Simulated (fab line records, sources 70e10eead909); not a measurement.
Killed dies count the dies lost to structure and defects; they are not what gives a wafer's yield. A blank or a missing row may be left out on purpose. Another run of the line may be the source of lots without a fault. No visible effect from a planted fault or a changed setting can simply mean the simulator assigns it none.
Which of the tools did it? ; flow nand_harc ; 24 lots with 72 wafers sampled at 5 steps, on a route of 1302 steps

== WHAT THE GAUGES READ, wafer by wafer ==
NHARC_A_M0_OVL_MEAS_10: pitch 160 nm.
lot;measured;on;overlay_x_nm (nm);overlay_y_nm (nm)
L075;day 23 13:37;overlay-01;-2.6 -2.0 -1.6;0.7 0.9 1.4
L074;day 23 15:49;overlay-01;-0.2 -0.6 -0.6;0.3 -0.1 0.0
L077;day 23 17:17;overlay-01;0.7 0.5 0.5;-0.5 -0.4 -0.3
L076;day 23 17:38;overlay-01;-0.3 0.5 0.3;0.4 0.7 0.4
L079;day 24 04:47;overlay-01;-1.5 -0.1 -0.2;0.4 0.9 0.5
L078;day 24 06:07;overlay-02;-2.3 -2.5 -1.9;1.1 0.6 0.7
L080;day 25 06:27;overlay-02;-0.6 -1.1 -0.8;1.3 1.5 1.6
L081;day 26 04:03;overlay-02;-0.9 -0.7 -1.2;0.5 0.4 0.7
L082;day 26 09:16;overlay-01;-0.6 -0.2 0.1;0.2 -0.3 0.6
L083;day 26 15:51;overlay-01;1.3 1.0 1.5;0.3 0.0 -0.1
L086;day 27 13:49;overlay-01;-0.7 -0.1 -0.4;-0.1 -0.8 -0.3
L084;day 27 16:22;overlay-02;-0.8 -1.3 -0.9;0.1 0.2 0.2
L085;day 27 18:29;overlay-01;0.4 0.4 -0.4;0.5 -0.3 -0.2
L087;day 28 12:45;overlay-02;0.5 0.5 0.4;-1.5 -0.8 -0.8
L089;day 29 06:18;overlay-01;-0.5 -1.0 -0.9;-0.6 -1.3 0.2
L088;day 29 14:14;overlay-02;0.2 0.5 0.3;-1.0 -0.9 -1.3
L090;day 29 15:43;overlay-02;-1.2 -1.5 -1.3;-0.1 0.0 0.2
L093;day 30 11:41;overlay-01;-0.8 -0.4 -1.4;-1.7 -1.4 -1.2
L094;day 30 12:44;overlay-01;0.9 0.3 1.2;-0.6 -0.7 -0.6
L092;day 30 16:37;overlay-02;-1.2 -0.5 -0.8;0.8 1.2 0.1
L091;day 30 19:40;overlay-01;-1.4 -1.3 -0.9;-0.7 -0.9 -0.1
L095;day 31 13:46;overlay-02;0.9 1.1 1.1;-0.5 0.1 0.1
L097;day 32 13:25;overlay-02;0.5 0.4 0.8;0.7 0.6 0.8
L096;day 32 15:24;overlay-02;1.0 1.1 0.9;-0.6 -0.5 -0.4

NHARC_A_M0_INSPECT_11.
lot;measured;on;raw_defect_count
L075;day 23 13:39;defect_inspect-02;121 125 137
L074;day 23 15:51;defect_inspect-01;60 93 79
L077;day 23 17:20;defect_inspect-01;99 85 94
L076;day 23 17:41;defect_inspect-02;163 141 161
L079;day 24 04:49;defect_inspect-01;101 108 90
L078;day 24 06:08;defect_inspect-02;26 26 22
L080;day 25 06:29;defect_inspect-02;114 122 90
L081;day 26 04:05;defect_inspect-01;103 81 101
L082;day 26 09:18;defect_inspect-01;84 77 92
L083;day 26 15:53;defect_inspect-01;80 87 87
L086;day 27 13:50;defect_inspect-01;44 49 40
L084;day 27 16:24;defect_inspect-02;57 55 60
L085;day 27 18:31;defect_inspect-01;70 67 55
L087;day 28 12:47;defect_inspect-01;139 160 155
L089;day 29 06:20;defect_inspect-02;168 164 149
L088;day 29 14:17;defect_inspect-02;38 34 23
L090;day 29 15:44;defect_inspect-01;90 66 82
L093;day 30 11:43;defect_inspect-02;103 90 114
L094;day 30 12:46;defect_inspect-01;84 67 92
L092;day 30 16:40;defect_inspect-01;96 129 124
L091;day 30 19:43;defect_inspect-01;72 68 82
L095;day 31 13:48;defect_inspect-01;74 64 80
L097;day 32 13:27;defect_inspect-01;125 141 135
L096;day 32 15:26;defect_inspect-01;131 123 135

== WHAT TOOL EACH LOT RAN ON (gives the tool, then ch and the chambers of the sampled wafers, and finally the start) ==
lot;NHARC_A_BLC_DESCUM_15;NHARC_A_BLC_STRIP_21;NHARC_A_BLC_PVD_32
L075;rie_diel-12 ch 1,2,3, day 23 09:49;rie_diel-09 ch 0,1,2, day 23 10:58;pvd_sputter-02, day 23 13:37 or earlier
L074;rie_diel-12 ch 0,1,2, day 23 11:53;rie_diel-12 ch 2,3, day 23 13:02;pvd_sputter-02, day 23 15:49 or earlier
L077;rie_diel-09 ch 0,1, day 23 12:29;rie_diel-09 ch 1,2,3, day 23 14:03;pvd_sputter-03, day 23 17:17 or earlier
L076;rie_diel-12 ch 0,1,3, day 23 13:50;rie_diel-02 ch 0,3, day 23 14:58;pvd_sputter-03, day 23 17:38 or earlier
L079;rie_diel-12 ch 1,2,3, day 24 00:58;rie_diel-09 ch 0,2,3, day 24 02:07;pvd_sputter-01, day 24 04:47 or earlier
L078;rie_diel-12 ch 0,1,3, day 24 02:12;rie_diel-12 ch 0,1,2, day 24 03:20;pvd_sputter-01, day 24 06:07 or earlier
L080;rie_diel-09 ch 0,3, day 25 02:31;rie_diel-12 ch 0,2,3, day 25 03:42;pvd_sputter-03, day 25 06:27 or earlier
L081;rie_diel-12 ch 0,2, day 25 23:47;rie_diel-12 ch 0,2,3, day 26 01:25;pvd_sputter-02, day 26 04:03 or earlier
L082;rie_diel-12 ch 0,2,3, day 26 05:29;rie_diel-12 ch 0,2,3, day 26 06:37;pvd_sputter-01, day 26 09:16 or earlier
L083;rie_diel-12 ch 1,2, day 26 11:52;rie_diel-09 ch 0,2, day 26 13:04;pvd_sputter-03, day 26 15:51 or earlier
L086;rie_diel-09 ch 0,1,3, day 27 09:47;rie_diel-02 ch 0,2, day 27 10:55;pvd_sputter-01, day 27 13:49 or earlier
L084;rie_diel-02 ch 0,1,3, day 27 12:26;rie_diel-12 ch 1,3, day 27 13:35;pvd_sputter-03, day 27 16:22 or earlier
L085;rie_diel-12 ch 0,1,3, day 27 14:26;rie_diel-09 ch 1,2,3, day 27 15:35;pvd_sputter-01, day 27 18:29 or earlier
L087;rie_diel-12 ch 0,3, day 28 08:46;rie_diel-02 ch 0,3, day 28 09:55;pvd_sputter-01, day 28 12:45 or earlier
L089;rie_diel-12 ch 0,2,3, day 29 02:28;rie_diel-12 ch 1,2,3, day 29 03:38;pvd_sputter-01, day 29 06:18 or earlier
L088;rie_diel-02 ch 0,1,3, day 29 10:16;rie_diel-12 ch 1,2,3, day 29 11:24;pvd_sputter-01, day 29 14:14 or earlier
L090;rie_diel-09 ch 0,1,3, day 29 11:45;rie_diel-12 ch 0,1,3, day 29 12:55;pvd_sputter-01, day 29 15:43 or earlier
L093;rie_diel-09 ch 0,3, day 30 07:37;rie_diel-09 ch 0,3, day 30 08:46;pvd_sputter-02, day 30 11:41 or earlier
L094;rie_diel-09 ch 0,2, day 30 08:50;rie_diel-12 ch 1,2,3, day 30 09:58;pvd_sputter-02, day 30 12:44 or earlier
L092;rie_diel-12 ch 0,3, day 30 12:41;rie_diel-09 ch 0,3, day 30 13:50;pvd_sputter-02, day 30 16:37 or earlier
L091;rie_diel-09 ch 0,2, day 30 15:34;rie_diel-09 ch 0,1,2, day 30 16:43;pvd_sputter-01, day 30 19:40 or earlier
L095;rie_diel-12 ch 1,2, day 31 09:44;rie_diel-09 ch 0,3, day 31 10:53;pvd_sputter-02, day 31 13:46 or earlier
L097;rie_diel-09 ch 1,2, day 32 09:28;rie_diel-09 ch 0,2,3, day 32 10:38;pvd_sputter-02, day 32 13:25 or earlier
L096;rie_diel-12 ch 0,2,3, day 32 11:29;rie_diel-12 ch 2,3, day 32 12:37;pvd_sputter-03, day 32 15:24 or earlier
- NHARC_A_BLC_DESCUM_15: chemistry O2, time 3 s.
- NHARC_A_BLC_STRIP_21: strips in O2.
- NHARC_A_BLC_PVD_32: deposits Ti, target thk 5 nm, time 17.7 s.

== WHAT THE TOOLS THEMSELVES READ (means of the sampled wafers that have a number; where no wafer has one, the mark that the record gives instead) ==
NHARC_A_BLC_DESCUM_15.
lot;tool;drypump_motor_current_A (A);oes_product_au (a.u.);rf_vpp_V (V);showerhead_plenum_p_Torr (Torr);throttle_valve_pct (%)
L075;rie_diel-12;5.6;1.004;56.8;1.92;11.313
L074;rie_diel-12;5.5;1.011;58.3;1.92;11.303
L077;rie_diel-09;5.8;1.012;57.8;1.89;11.306
L076;rie_diel-12;5.6;1.003;57.4;1.87;11.313
L079;rie_diel-12;5.6;1.002;57.4;1.92;11.306
L078;rie_diel-12;5.6;1.007;57.2;1.87;11.312
L080;rie_diel-09;6.1;1.006;57.0;1.81;11.319
L081;rie_diel-12;5.6;0.999;58.3;1.90;11.305
L082;rie_diel-12;5.6;0.996;57.5;1.85;11.315
L083;rie_diel-12;5.5;0.995;58.0;1.97;11.317
L086;rie_diel-09;6.0;0.996;57.9;1.87;11.312
L084;rie_diel-02;5.9;1.004;57.8;1.79;11.306
L085;rie_diel-12;5.6;1.003;58.4;1.87;11.312
L087;rie_diel-12;5.7;0.997;56.4;1.81;11.306
L089;rie_diel-12;5.6;1.002;57.0;1.85;11.307
L088;rie_diel-02;6.0;0.999;56.9;1.78;11.312
L090;rie_diel-09;6.0;0.999;58.1;1.87;11.314
L093;rie_diel-09;5.9;1.009;58.1;1.82;11.309
L094;rie_diel-09;6.0;0.999;57.6;1.89;11.309
L092;rie_diel-12;5.7;0.995;57.4;1.81;11.309
L091;rie_diel-09;6.0;0.996;57.1;1.89;11.316
L095;rie_diel-12;5.5;0.997;58.2;1.97;11.313
L097;rie_diel-09;6.3;0.998;57.8;1.98;11.310
L096;rie_diel-12;5.6;1.000;57.7;1.85;11.315

NHARC_A_BLC_STRIP_21.
lot;tool;drypump_motor_current_A (A);oes_product_au (a.u.);rf_vpp_V (V);showerhead_plenum_p_Torr (Torr);throttle_valve_pct (%)
L075;rie_diel-09;6.1;1.004;58.3;3.57;17.042
L074;rie_diel-12;5.7;1.004;57.6;3.51;17.027
L077;rie_diel-09;6.3;1.006;57.7;3.54;17.040
L076;rie_diel-02;6.0;0.989;57.1;3.31;17.034
L079;rie_diel-09;6.2;1.007;57.5;3.45;17.045
L078;rie_diel-12;5.5;1.003;57.5;3.54;17.036
L080;rie_diel-12;5.6;1.005;58.1;3.43;17.025
L081;rie_diel-12;5.6;0.993;57.8;3.43;17.040
L082;rie_diel-12;5.6;1.006;57.0;3.43;17.038
L083;rie_diel-09;6.2;1.004;57.5;3.57;17.035
L086;rie_diel-02;6.1;1.001;57.3;3.44;17.031
L084;rie_diel-12;5.5;0.999;58.0;3.57;17.051
L085;rie_diel-09;6.3;1.006;58.1;3.53;17.029
L087;rie_diel-02;6.1;0.998;57.9;3.29;17.038
L089;rie_diel-12;5.6;0.992;58.0;3.54;17.039
L088;rie_diel-12;5.6;0.994;57.0;3.54;17.043
L090;rie_diel-12;5.6;1.000;58.1;3.45;17.035
L093;rie_diel-09;6.1;1.003;57.1;3.34;17.035
L094;rie_diel-12;5.6;0.997;57.7;3.54;17.040
L092;rie_diel-09;6.1;1.000;57.2;3.34;17.030
L091;rie_diel-09;6.1;1.004;57.4;3.56;17.042
L095;rie_diel-09;6.0;0.998;56.5;3.36;17.041
L097;rie_diel-09;6.2;1.001;57.1;3.45;17.040
L096;rie_diel-12;5.7;0.998;57.9;3.51;17.044

NHARC_A_BLC_PVD_32.
lot;tool;cathode_dc_power_W (W);throttle_valve_pct (%)
L075;pvd_sputter-02;4999.2;29.9
L074;pvd_sputter-02;5000.2;29.2
L077;pvd_sputter-03;4998.8;28.6
L076;pvd_sputter-03;5000.4;29.3
L079;pvd_sputter-01;5000.1;30.4
L078;pvd_sputter-01;5000.2;30.5
L080;pvd_sputter-03;5001.3;29.0
L081;pvd_sputter-02;4999.8;30.3
L082;pvd_sputter-01;5000.6;31.7
L083;pvd_sputter-03;5000.6;29.6
L086;pvd_sputter-01;5000.4;29.4
L084;pvd_sputter-03;5000.5;29.6
L085;pvd_sputter-01;4999.7;29.4
L087;pvd_sputter-01;4999.5;28.5
L089;pvd_sputter-01;5000.2;30.7
L088;pvd_sputter-01;4999.4;29.7
L090;pvd_sputter-01;5000.0;30.6
L093;pvd_sputter-02;5000.1;29.0
L094;pvd_sputter-02;5001.7;29.2
L092;pvd_sputter-02;4999.6;29.0
L091;pvd_sputter-01;5001.4;30.2
L095;pvd_sputter-02;5000.9;29.2
L097;pvd_sputter-02;5000.2;29.0
L096;pvd_sputter-03;4999.9;30.2

== THE ANSWER, worked out from the rows above alone ==
Rule: the lots themselves supply what counts as usual. The widest of any qualifying gaps counts: lots, ordered by their means at a reading, are off when they make up no more than a third of the lots, leave a main group of 4 or more, and stand apart from it by 3 or more times the standard deviation of that group's means. If all means in a main group match to the digits the tables above print for the reading, that group is not used. A lot without any number at a reading at which 4 lots or more have one is off too. Any other lot the step has rows for is counted as sound. After the gauges, taken in route order, come the tools' own readings; for these a lot's mean is taken, as printed above. At the first step where some lot is off, the reading lying furthest off is the one used; lots without a number count as furthest.
Nothing can be told from this: no lot is off at any reading shown.

== WHAT HAD BEEN PUT IN BY THE SIMULATOR ==
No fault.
